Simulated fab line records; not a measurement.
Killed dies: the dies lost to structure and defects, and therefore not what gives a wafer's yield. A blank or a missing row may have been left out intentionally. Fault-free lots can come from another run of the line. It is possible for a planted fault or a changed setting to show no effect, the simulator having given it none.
Chamber matching + flow n5 finfet + rie diel-05 running N5_HKMG_FIN_ETCH_35: 4 sister chambers
The step etches SOC in N2/H2, target depth 215.8 nm, time 243.4 s. 4 wafers are shown with their chamber, then 9 later ones without.

== WAFERS PAIRED WITH THEIR CHAMBERS ==
| wafer  | chamber | drypump motor current A (A) |
|--------|---------|-----------------------------|
| L079.6 | 1       | 5.6                         |
| L082.1 | 3       | 5.0                         |
| L082.2 | 0       | 4.9                         |
| L082.3 | 2       | 5.7                         |

== WAFERS WHOSE CHAMBER IS MISSING ==
| wafer  | drypump motor current A (A) |
|--------|-----------------------------|
| L083.2 | 5.7                         |
| L083.5 | 5.7                         |
| L083.6 | 5.0                         |
| L089.1 | 4.9                         |
| L089.4 | 5.7                         |
| L089.6 | 5.0                         |
| L093.2 | 5.0                         |
| L093.3 | 5.5                         |
| L093.5 | 4.8                         |

== WHICH CHAMBER EACH WENT THROUGH ==
| wafer  | from the rows above | in truth |
|--------|---------------------|----------|
| L083.2 | 2                   | 2        |
| L083.5 | 2                   | 2        |
| L083.6 | 3                   | 3        |
| L089.1 | 0                   | 0        |
| L089.4 | 2                   | 2        |
| L089.6 | 3                   | 3        |
| L093.2 | 3                   | 3        |
| L093.3 | 1                   | 1        |
| L093.5 | 0                   | 0        |
9 of 9 placed correctly. From these rows, 0 cannot be placed. Number placed wrongly: 0.
How it was worked out, from the rows above alone: a wafer's distance from a chamber is the root of the sum, over the readings, of the square of ((its reading less the chamber's mean) divided by the reading's scatter). The wafer belongs to the nearest chamber; if the next one is less than 2 further off, it can't be placed. Each chamber's mean is taken over the wafers shown for it. The scatter (one wafer shown for each chamber): square how far every hidden wafer sits from the nearest shown wafer, average those squares and take the square root.
